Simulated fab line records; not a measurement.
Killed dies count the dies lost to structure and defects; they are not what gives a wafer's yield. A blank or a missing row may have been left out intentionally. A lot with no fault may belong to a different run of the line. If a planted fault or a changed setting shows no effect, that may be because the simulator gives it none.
Which tool did it?    flow n5_finfet    36 wafers from 12 lots sampled at 5 of the route's 1938 steps

WHAT THE GAUGES READ, wafer by wafer
N5_BEOL_M9_CD_MEAS_35: target cd 70 nm, target cd y 40 nm.
lot   measured      on         cd_nm (nm)
L075  day 9 19:20   cd_sem-03  70.0 69.0 70.3
L076  day 10 11:48  cd_sem-01  69.6 68.2 70.0
L078  day 10 22:59  cd_sem-02  70.3 71.4 70.9
L083  day 11 14:15  cd_sem-01  68.9 69.2 69.1
L082  day 11 23:53  cd_sem-02  69.4 69.3 70.3
L085  day 12 19:47  cd_sem-02  69.4 70.8 70.4
L089  day 13 12:14  cd_sem-02  71.3 71.3 70.8
L088  day 13 18:13  cd_sem-01  70.4 70.7 71.5
L091  day 14 14:34  cd_sem-01  70.3 70.8 70.3
L094  day 15 00:01  cd_sem-02  68.9 69.4 69.4
L092  day 15 18:38  cd_sem-03  70.9 69.2 70.1
L097  day 16 13:57  cd_sem-03  69.3 70.2 69.4

WHICH TOOL RAN EACH LOT (tool, then ch and the chambers of the sampled wafers, then the start)
lot   N5_BEOL_M9_HM_DEP_02          N5_BEOL_M9_ETCH_62                  N5_BEOL_M9_DESCUM_33                N5_BEOL_M9_TRENCH_ETCH_37
L075  pvd_sputter-02, day 9 16:54   rie_diel-06 ch 0,1,3, day 9 17:34   rie_diel-03 ch 1,2, day 9 18:43     rie_diel-03 ch 1,2, day 9 19:20 or earlier
L076  pvd_sputter-01, day 10 08:55  rie_diel-03 ch 0,1, day 10 10:05    rie_diel-04 ch 0,1,3, day 10 11:11  rie_diel-04 ch 0,1,3, day 10 11:48 or earlier
L078  pvd_sputter-01, day 10 20:36  rie_diel-03 ch 0,1, day 10 21:19    rie_diel-06 ch 1,3, day 10 22:17    rie_diel-06 ch 1,3, day 10 22:59 or earlier
L083  pvd_sputter-01, day 11 09:38  rie_diel-04 ch 0,1,2, day 11 10:13  rie_diel-03 ch 0,2,3, day 11 13:38  rie_diel-03 ch 0,2,3, day 11 14:15 or earlier
L082  pvd_sputter-03, day 11 19:26  rie_diel-04 ch 2,3, day 11 20:07    rie_diel-06 ch 2,3, day 11 23:10    rie_diel-06 ch 2,3, day 11 23:53 or earlier
L085  pvd_sputter-03, day 12 17:16  rie_diel-04 ch 0,1,2, day 12 18:05  rie_diel-04 ch 0,2,3, day 12 19:10  rie_diel-04 ch 0,2,3, day 12 19:47 or earlier
L089  pvd_sputter-03, day 13 07:35  rie_diel-04 ch 1,3, day 13 08:08    rie_diel-04 ch 0,2,3, day 13 11:37  rie_diel-04 ch 0,2,3, day 13 12:14 or earlier
L088  pvd_sputter-03, day 13 15:42  rie_diel-03 ch 0,1, day 13 16:22    rie_diel-04 ch 1,2, day 13 17:36    rie_diel-04 ch 1,2, day 13 18:13 or earlier
L091  pvd_sputter-02, day 14 10:13  rie_diel-04 ch 0,1,3, day 14 10:46  rie_diel-04 ch 1,2,3, day 14 13:58  rie_diel-04 ch 1,2,3, day 14 14:34 or earlier
L094  pvd_sputter-01, day 14 20:57  rie_diel-06 ch 1,3, day 14 21:48    rie_diel-03 ch 1,2,3, day 14 23:25  rie_diel-03 ch 1,2,3, day 15 00:01 or earlier
L092  pvd_sputter-01, day 15 15:14  rie_diel-03 ch 0,2,3, day 15 15:55  rie_diel-06 ch 0,1,3, day 15 18:02  rie_diel-06 ch 0,1,3, day 15 18:38 or earlier
L097  pvd_sputter-03, day 16 11:40  rie_diel-04 ch 0,2,3, day 16 12:23  rie_diel-03 ch 2,3, day 16 13:20    rie_diel-03 ch 2,3, day 16 13:57 or earlier
- N5_BEOL_M9_HM_DEP_02: deposits TiN, target thk 20 nm.
- N5_BEOL_M9_ETCH_62: etches SOC in N2/H2, target depth 110 nm, overetch 22 nm, time 165 s.
- N5_BEOL_M9_DESCUM_33: chemistry O2, time 7 s.
- N5_BEOL_M9_TRENCH_ETCH_37: etches SiCOH lowk in C4F6/O2, target depth 151.43 nm, time 49 s.

THE ANSWER, worked out from the rows above alone
Rule: usual is defined by the lots themselves. The widest of any qualifying gaps counts: lots, ordered by their means at a reading, are off when they make up no more than a third of the lots, leave a main group of 4 or more, and stand apart from it by 3 or more times the standard deviation of that group's means. Not used: any main group whose means are identical at the precision the tables above print for the reading. Also off: a lot with no number at a reading for which 4 or more lots have one. Where the step has rows for the other lots, those lots are counted as sound.
Nothing can be told from this: no lot is off at any reading shown.

WHAT THE SIMULATOR HAD INSERTED
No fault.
